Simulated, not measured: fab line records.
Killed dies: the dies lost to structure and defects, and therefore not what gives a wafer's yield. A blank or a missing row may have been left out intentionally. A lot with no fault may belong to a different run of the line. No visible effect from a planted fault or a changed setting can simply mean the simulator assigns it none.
Which of the tools did it?	flow n5_finfet	Sampling: 22 lots, 66 wafers, 6 of 1938 route steps

== WHAT EACH GAUGE READ, for each wafer ==
Not one reading of a measure or inspect step in the record can be checked against a usual standard deviation.

== EACH LOT AND THE TOOL THAT RAN IT (in order: tool; ch and the chambers of the sampled wafers; start) ==
lot	N5_FIN_SAQP_HM_DEP_03	N5_FIN_SAQP_MANDREL1_REMOVE_56	N5_FIN_SAQP_ETCH_57	N5_FIN_SAQP_MANDREL_ETCH_58	N5_FIN_SAQP_RECESS_71	N5_FIN_SAQP_MANDREL2_REMOVE_60
L075	pecvd-01 ch 0,2, day 2 03:55	rie_si-06 ch 0,1,2, day 2 06:53	rie_diel-01 ch 0,2,3, day 2 07:08	rie_si-04 ch 1,2, day 2 07:16	vapor_etch-01 ch 0,1, day 2 08:19	rie_si-06 ch 1,2, day 2 09:01
L076	pecvd-01 ch 0,1,2, day 2 08:30	rie_si-02 ch 1,2,3, day 2 13:16	rie_diel-02 ch 0,2, day 2 13:36	rie_si-04 ch 1,3, day 2 13:44	vapor_etch-01 ch 0,1, day 2 14:26	rie_si-02 ch 1,2,3, day 2 14:59
L077	pecvd-01 ch 1,2, day 2 15:18	rie_si-04 ch 2,3, day 2 18:10	rie_diel-02 ch 1,2,3, day 2 18:19	rie_si-06 ch 1,2, day 2 18:28	vapor_etch-02 ch 0,1, day 2 19:11	rie_si-04 ch 0,1,3, day 2 20:35
L079	pecvd-01 ch 0,1,2, day 3 03:00	rie_si-04 ch 0,2,3, day 3 05:54	rie_diel-04 ch 1,2,3, day 3 06:04	rie_si-06 ch 0,1,2, day 3 06:13	vapor_etch-01 ch 0,1, day 3 07:04	rie_si-06 ch 0,1,2, day 3 08:16
L080	pecvd-01 ch 0,2, day 3 08:49	rie_si-04 ch 0,1,3, day 3 11:37	rie_diel-02 ch 1,2, day 3 11:53	rie_si-06 ch 0,1, day 3 12:01	vapor_etch-02 ch 0,1, day 3 12:58	rie_si-06 ch 0,1, day 3 13:47
L081	pecvd-01 ch 0,1,2, day 3 16:08	rie_si-06 ch 1,2, day 3 20:40	rie_diel-04 ch 1,2, day 3 20:55	rie_si-02 ch 0,3, day 3 21:04	vapor_etch-01 ch 0,1, day 3 22:06	rie_si-02 ch 0,1,2, day 3 22:42
L082	pecvd-03 ch 1,2, day 3 21:47	rie_si-04 ch 2,3, day 4 01:54	rie_diel-01 ch 0,2, day 4 02:04	rie_si-06 ch 1,2, day 4 02:12	vapor_etch-01 ch 0,1, day 4 02:53	rie_si-02 ch 0,2,3, day 4 03:27
L083	pecvd-01 ch 0,2, day 4 05:07	rie_si-06 ch 0,1,2, day 4 07:46	rie_diel-04 ch 1,2,3, day 4 07:56	rie_si-02 ch 0,1,2, day 4 08:04	vapor_etch-01 ch 0,1, day 4 09:01	rie_si-02 ch 0,2,3, day 4 09:34
L084	pecvd-04 ch 0,1,2, day 4 09:24	rie_si-02 ch 0,3, day 4 12:21	rie_diel-02 ch 2,3, day 4 12:40	rie_si-04 ch 0,1,2, day 4 12:49	vapor_etch-01 ch 0,1, day 4 13:40	rie_si-02 ch 0,1, day 4 14:16
L085	pecvd-03 ch 1,2, day 4 16:22	rie_si-06 ch 0,1,2, day 4 19:10	rie_diel-01 ch 0,1,2, day 4 19:19	rie_si-02 ch 0,1,3, day 4 19:27	vapor_etch-01 ch 0,1, day 4 20:12	rie_si-06 ch 1,2, day 4 20:43
L086	pecvd-04 ch 0,1,2, day 4 21:01	rie_si-02 ch 1,2, day 5 00:14	rie_diel-04 ch 0,2, day 5 00:23	rie_si-04 ch 1,3, day 5 00:31	vapor_etch-02 ch 0,1, day 5 01:13	rie_si-06 ch 0,1, day 5 01:59
L087	pecvd-01 ch 0,1, day 5 04:14	rie_si-02 ch 0,2, day 5 07:19	rie_diel-02 ch 0,2,3, day 5 07:38	rie_si-06 ch 0,2, day 5 07:46	vapor_etch-01 ch 0,1, day 5 08:31	rie_si-04 ch 0,2, day 5 09:02
L088	pecvd-01 ch 0,1, day 5 09:49	rie_si-06 ch 1,2, day 5 12:45	rie_diel-04 ch 0,1,3, day 5 12:55	rie_si-02 ch 0,3, day 5 13:03	vapor_etch-01 ch 0,1, day 5 13:44	rie_si-06 ch 0,1,2, day 5 14:23
L089	pecvd-01 ch 0,1,2, day 5 15:28	rie_si-02 ch 0,2, day 5 18:16	rie_diel-04 ch 0,3, day 5 18:25	rie_si-06 ch 0,1, day 5 18:34	vapor_etch-02 ch 0,1, day 5 19:17	rie_si-06 ch 0,1, day 5 19:50
L090	pecvd-04 ch 1,2, day 5 22:37	rie_si-02 ch 0,2,3, day 6 01:22	rie_diel-04 ch 1,3, day 6 01:39	rie_si-06 ch 1,2, day 6 01:49	vapor_etch-01 ch 0,1, day 6 02:32	rie_si-02 ch 1,2,3, day 6 03:05
L091	pecvd-03 ch 0,1,2, day 6 03:22	rie_si-02 ch 0,1,3, day 6 06:07	rie_diel-04 ch 0,1,2, day 6 06:16	rie_si-04 ch 2,3, day 6 06:25	vapor_etch-02 ch 0,1, day 6 07:08	rie_si-06 ch 1,2, day 6 07:43
L092	pecvd-03 ch 0,1,2, day 6 08:56	rie_si-02 ch 0,1,3, day 6 11:34	rie_diel-01 ch 0,1,2, day 6 11:44	rie_si-06 ch 0,1,3, day 6 11:52	vapor_etch-01 ch 0,1, day 6 12:38	rie_si-02 ch 1,2,3, day 6 13:40
L093	pecvd-01 ch 0,2, day 6 15:22	rie_si-06 ch 1,2, day 6 18:16	rie_diel-04 ch 0,1,3, day 6 18:27	rie_si-02 ch 0,2,3, day 6 18:35	vapor_etch-02 ch 0,1, day 6 19:22	rie_si-02 ch 1,2,3, day 6 19:56
L094	pecvd-01 ch 1,2, day 6 20:53	rie_si-02 ch 0,1, day 6 23:47	rie_diel-01 ch 0,3, day 6 23:56	rie_si-04 ch 0,2,3, day 7 00:05	vapor_etch-01 ch 0,1, day 7 00:46	rie_si-06 ch 0,1, day 7 01:20
L095	pecvd-01 ch 0,1,2, day 7 04:33	rie_si-02 ch 0,2,3, day 7 07:34	rie_diel-01 ch 0,2,3, day 7 07:44	rie_si-04 ch 0,3, day 7 07:52	vapor_etch-02 ch 0,1, day 7 08:38	rie_si-02 ch 2,3, day 7 09:21
L096	pecvd-03 ch 0,1,2, day 7 09:14	rie_si-04 ch 1,2,3, day 7 12:03	rie_diel-01 ch 0,1, day 7 12:13	rie_si-04 ch 0,3, day 7 12:21	vapor_etch-01 ch 0,1, day 7 13:05	rie_si-04 ch 0,3, day 7 13:36
L097	pecvd-01 ch 0,1, day 7 15:36	rie_si-04 ch 1,2, day 7 19:06	rie_diel-01 ch 1,3, day 7 19:15	rie_si-02 ch 2,3, day 7 19:23	vapor_etch-01 ch 0,1, day 7 20:06	rie_si-06 ch 0,2, day 7 22:36
- N5_FIN_SAQP_HM_DEP_03: deposits SiNx from SiH4/NH3/N2, target thk 38 nm, time 33.6 s.
- N5_FIN_SAQP_MANDREL1_REMOVE_56: chemistry HBr/Cl2/O2, target a-Si, stops on SiNx, bt time 10 s.
- N5_FIN_SAQP_ETCH_57: etches SiNx in CH3F/O2, target depth 32.5 nm, time 46.4 s.
- N5_FIN_SAQP_MANDREL_ETCH_58: etches a-Si in HBr/Cl2, stops on SiNx, target depth 45 nm, bt time 10 s, time 27 s.
- N5_FIN_SAQP_RECESS_71: chemistry HF/NH3, target SiO2, target depth 3 nm, afs cycles 1, sublimation time 60 s.
- N5_FIN_SAQP_MANDREL2_REMOVE_60: chemistry HBr/Cl2/O2, target a-Si, stops on SiNx, bt time 10 s.

== WHAT THE TOOLS THEMSELVES READ (means of the sampled wafers that have a number; where no wafer has one, the mark that the record gives instead) ==
N5_FIN_SAQP_HM_DEP_03. Usual: chamber_pressure_Torr 1.500 Torr, standard deviation 0.0032; heater_power_w 700 W, standard deviation 84; showerhead_plenum_p_Torr 5.11 Torr, standard deviation 0.058; throttle_valve_pct 40.5 %, standard deviation 2.9.
lot	tool	chamber_pressure_Torr (Torr)	heater_power_w (W)	showerhead_plenum_p_Torr (Torr)	throttle_valve_pct (%)	flag
L075	pecvd-01	1.498	681	5.08	38.2	
L076	pecvd-01	1.500	699	5.12	40.6	
L077	pecvd-01	1.499	602	5.14	42.8	
L079	pecvd-01	1.499	718	5.11	40.5	
L080	pecvd-01	1.503	649	5.08	38.3	
L081	pecvd-01	1.500	728	5.11	40.6	
L082	pecvd-03	1.500	678	5.15	37.7	
L083	pecvd-01	1.500	687	5.07	38.1	
L084	pecvd-04	1.501	737	5.04	40.5	
L085	pecvd-03	1.502	640	5.14	40.1	
L086	pecvd-04	1.499	703	5.03	40.6	
L087	pecvd-01	1.498	731	5.15	43.1	
L088	pecvd-01	1.499	784	5.13	40.6	
L089	pecvd-01	1.503	689	5.12	40.7	
L090	pecvd-04	1.500	711	5.05	40.4	
L091	pecvd-03	1.496	730	5.15	40.0	
L092	pecvd-03	1.503	714	5.16	40.0	
L093	pecvd-01	1.496	699	5.07	38.6	
L094	pecvd-01	1.503	651	5.14	42.9	
L095	pecvd-01	1.500	688	5.12	40.7	
L096	pecvd-03	1.502	698	5.15	40.1	
L097	pecvd-01	1.499	683	5.16	42.9	

N5_FIN_SAQP_MANDREL1_REMOVE_56. Usual: HBr_flow_sccm 150.0 sccm, standard deviation 0.42; drypump_motor_current_A 5.7 A, standard deviation 0.37; oes_product_au 1.008 a.u., standard deviation 0.022; throttle_valve_pct 36.7 %, standard deviation 0.37.
lot	tool	HBr_flow_sccm (sccm)	drypump_motor_current_A (A)	oes_product_au (a.u.)	throttle_valve_pct (%)	flag
L075	rie_si-06	149.7	5.9	1.021	36.6	
L076	rie_si-02	150.2	5.9	0.999	36.6	
L077	rie_si-04	149.7	5.0	0.998	36.9	
L079	rie_si-04	150.3	5.2	1.018	36.6	
L080	rie_si-04	150.0	5.5	1.005	36.5	
L081	rie_si-06	150.1	5.9	1.015	36.4	
L082	rie_si-04	150.2	5.0	1.009	36.9	
L083	rie_si-06	150.4	6.0	1.017	36.6	
L084	rie_si-02	150.1	5.5	1.013	36.9	
L085	rie_si-06	150.2	6.0	1.010	36.6	
L086	rie_si-02	149.8	6.0	0.993	36.2	
L087	rie_si-02	149.9	5.6	1.014	36.9	
L088	rie_si-06	150.3	6.0	1.020	36.5	
L089	rie_si-02	150.3	5.6	1.001	36.9	
L090	rie_si-02	150.1	5.7	1.014	36.9	
L091	rie_si-02	149.9	5.8	1.010	36.5	
L092	rie_si-02	150.2	5.8	1.003	36.5	
L093	rie_si-06	150.2	6.1	1.020	36.5	
L094	rie_si-02	149.8	5.6	0.996	36.5	
L095	rie_si-02	149.9	5.7	1.019	36.9	
L096	rie_si-04	149.9	5.3	0.994	36.8	
L097	rie_si-04	150.0	5.1	0.975	36.9	

N5_FIN_SAQP_ETCH_57. Usual: drypump_motor_current_A 5.6 A, standard deviation 0.4; etch_rf_on_time_s 46.1 s, standard deviation 1.3; oes_product_au 0.68 a.u., standard deviation 0.05; rf_vpp_V 297 V, standard deviation 10; showerhead_plenum_p_Torr 2.00 Torr, standard deviation 0.073; throttle_valve_pct 16.31 %, standard deviation 0.18.
lot	tool	drypump_motor_current_A (A)	etch_rf_on_time_s (s)	oes_product_au (a.u.)	rf_vpp_V (V)	showerhead_plenum_p_Torr (Torr)	throttle_valve_pct (%)	flag
L075	rie_diel-01	5.7	46.0	0.70	294	1.96	16.25	
L076	rie_diel-02	5.9	47.4	0.71	297	2.07	16.22	
L077	rie_diel-02	5.3	46.7	0.74	298	2.07	16.22	
L079	rie_diel-04	5.4	46.0	0.65	296	2.07	16.48	
L080	rie_diel-02	5.4	45.7	0.69	299	2.06	16.25	
L081	rie_diel-04	5.1	46.1	0.63	290	2.07	16.66	
L082	rie_diel-01	6.0	47.1	0.69	284	1.95	16.20	
L083	rie_diel-04	5.4	46.4	0.64	296	2.06	16.49	
L084	rie_diel-02	5.2	47.8	0.75	296	2.07	16.23	
L085	rie_diel-01	5.9	45.4	0.71	292	1.96	16.14	
L086	rie_diel-04	5.2	44.9	0.61	291	1.95	16.48	
L087	rie_diel-02	5.6	48.0	0.72	301	2.03	16.26	
L088	rie_diel-04	5.7	45.2	0.64	300	2.00	16.34	
L089	rie_diel-04	5.6	44.8	0.62	298	1.95	16.30	
L090	rie_diel-04	5.8	45.2	0.66	304	2.06	16.37	
L091	rie_diel-04	5.4	46.3	0.71	295	2.00	16.35	
L092	rie_diel-01	5.9	46.7	0.69	292	1.95	16.17	
L093	rie_diel-04	5.7	45.6	0.63	300	2.00	16.35	
L094	rie_diel-01	6.0	45.0	0.66	291	1.92	16.40	
L095	rie_diel-01	5.7	45.3	0.67	294	1.95	16.30	
L096	rie_diel-01	6.1	46.4	0.67	288	1.92	16.30	
L097	rie_diel-01	5.7	46.5	0.67	306	1.94	16.30	

N5_FIN_SAQP_MANDREL_ETCH_58. Usual: HBr_flow_sccm 150.1 sccm, standard deviation 0.51; drypump_motor_current_A 5.7 A, standard deviation 0.4; oes_product_au 0.703 a.u., standard deviation 0.014; throttle_valve_pct 35.5 %, standard deviation 0.32.
lot	tool	HBr_flow_sccm (sccm)	drypump_motor_current_A (A)	oes_product_au (a.u.)	throttle_valve_pct (%)	flag
L075	rie_si-04	149.8	5.4	0.696	35.8	
L076	rie_si-04	150.2	5.4	0.702	35.5	
L077	rie_si-06	150.6	6.0	0.710	35.3	
L079	rie_si-06	149.9	6.0	0.712	35.4	
L080	rie_si-06	150.0	5.8	0.704	35.6	
L081	rie_si-02	150.6	5.5	0.700	35.8	
L082	rie_si-06	149.7	5.9	0.696	35.3	
L083	rie_si-02	149.7	5.7	0.699	35.3	
L084	rie_si-04	150.1	5.3	0.702	35.6	
L085	rie_si-02	150.3	5.8	0.698	35.4	
L086	rie_si-04	149.9	5.4	0.707	35.5	
L087	rie_si-06	150.2	6.1	0.717	35.4	
L088	rie_si-02	150.4	5.5	0.687	35.8	
L089	rie_si-06	150.1	5.8	0.698	35.6	
L090	rie_si-06	150.0	6.1	0.694	35.3	
L091	rie_si-04	150.6	5.0	0.711	35.7	
L092	rie_si-06	150.1	5.7	0.694	35.6	
L093	rie_si-02	149.9	5.7	0.701	35.8	
L094	rie_si-04	149.9	5.3	0.706	35.5	
L095	rie_si-04	150.0	5.4	0.711	35.4	
L096	rie_si-04	150.2	5.5	0.715	35.2	
L097	rie_si-02	150.0	5.9	0.712	35.8	

N5_FIN_SAQP_RECESS_71. Usual: drypump_motor_current_A 5.7 A, standard deviation 0.31; sublimation_temp_c 179.99 C, standard deviation 0.15.
lot	tool	drypump_motor_current_A (A)	sublimation_temp_c (C)	flag
L075	vapor_etch-01	5.7	180.12	
L076	vapor_etch-01	5.9	179.97	
L077	vapor_etch-02	5.5	180.02	
L079	vapor_etch-01	5.7	179.96	
L080	vapor_etch-02	5.5	180.13	
L081	vapor_etch-01	5.7	179.97	
L082	vapor_etch-01	5.7	180.12	
L083	vapor_etch-01	5.7	179.86	
L084	vapor_etch-01	5.9	179.97	
L085	vapor_etch-01	5.7	179.89	
L086	vapor_etch-02	5.3	180.09	
L087	vapor_etch-01	5.7	180.09	
L088	vapor_etch-01	5.9	179.80	
L089	vapor_etch-02	5.5	180.03	
L090	vapor_etch-01	5.7	179.90	
L091	vapor_etch-02	5.3	179.99	
L092	vapor_etch-01	5.9	179.89	
L093	vapor_etch-02	5.5	180.02	
L094	vapor_etch-01	5.9	180.13	
L095	vapor_etch-02	5.5	179.99	
L096	vapor_etch-01	5.9	180.00	
L097	vapor_etch-01	5.9	180.01	

N5_FIN_SAQP_MANDREL2_REMOVE_60. Usual: HBr_flow_sccm 150.1 sccm, standard deviation 0.47; drypump_motor_current_A 5.8 A, standard deviation 0.33; oes_product_au 1.009 a.u., standard deviation 0.021; throttle_valve_pct 36.6 %, standard deviation 0.35.
lot	tool	HBr_flow_sccm (sccm)	drypump_motor_current_A (A)	oes_product_au (a.u.)	throttle_valve_pct (%)	flag
L075	rie_si-06	149.8	6.1	1.021	36.5	
L076	rie_si-02	149.8	5.9	0.996	36.6	
L077	rie_si-04	150.0	5.5	1.006	36.6	
L079	rie_si-06	150.1	5.9	1.014	36.6	
L080	rie_si-06	150.3	5.8	1.002	36.5	
L081	rie_si-02	150.4	5.7	1.002	36.5	
L082	rie_si-02	150.5	5.7	1.014	36.9	
L083	rie_si-02	150.1	5.7	1.018	36.9	
L084	rie_si-02	150.4	5.6	0.993	36.5	
L085	rie_si-06	150.2	6.1	1.022	36.5	
L086	rie_si-06	150.0	5.8	1.005	36.7	
L087	rie_si-04	150.3	5.1	1.000	36.8	
L088	rie_si-06	149.8	6.0	1.021	36.6	
L089	rie_si-06	150.3	5.8	1.004	36.7	
L090	rie_si-02	150.2	5.9	0.999	36.6	
L091	rie_si-06	149.4	5.9	1.016	36.4	
L092	rie_si-02	149.8	5.9	1.010	36.6	
L093	rie_si-02	150.6	5.9	1.005	36.6	
L094	rie_si-06	149.8	5.8	1.005	36.5	
L095	rie_si-02	150.1	5.9	1.017	37.0	
L096	rie_si-04	150.2	5.4	1.012	36.4	
L097	rie_si-06	150.3	6.1	1.032	36.6	

== THE ANSWER, worked out from the rows above alone ==
Rule: lot off if the mean of its wafers having a number is beyond 3 standard deviations from the usual mean. A lot without any number at a reading at which 4 lots or more have one is off too. Any other lot the step has rows for is counted as sound. After the gauges, taken in route order, come the tools' own readings; for these a lot's mean is taken, as printed above. At the first step where some lot is off, the reading lying furthest off is the one used; lots without a number count as furthest.
Nothing can be told from this: no lot is off at any reading shown.

== WHAT THE SIMULATOR PUT IN ==
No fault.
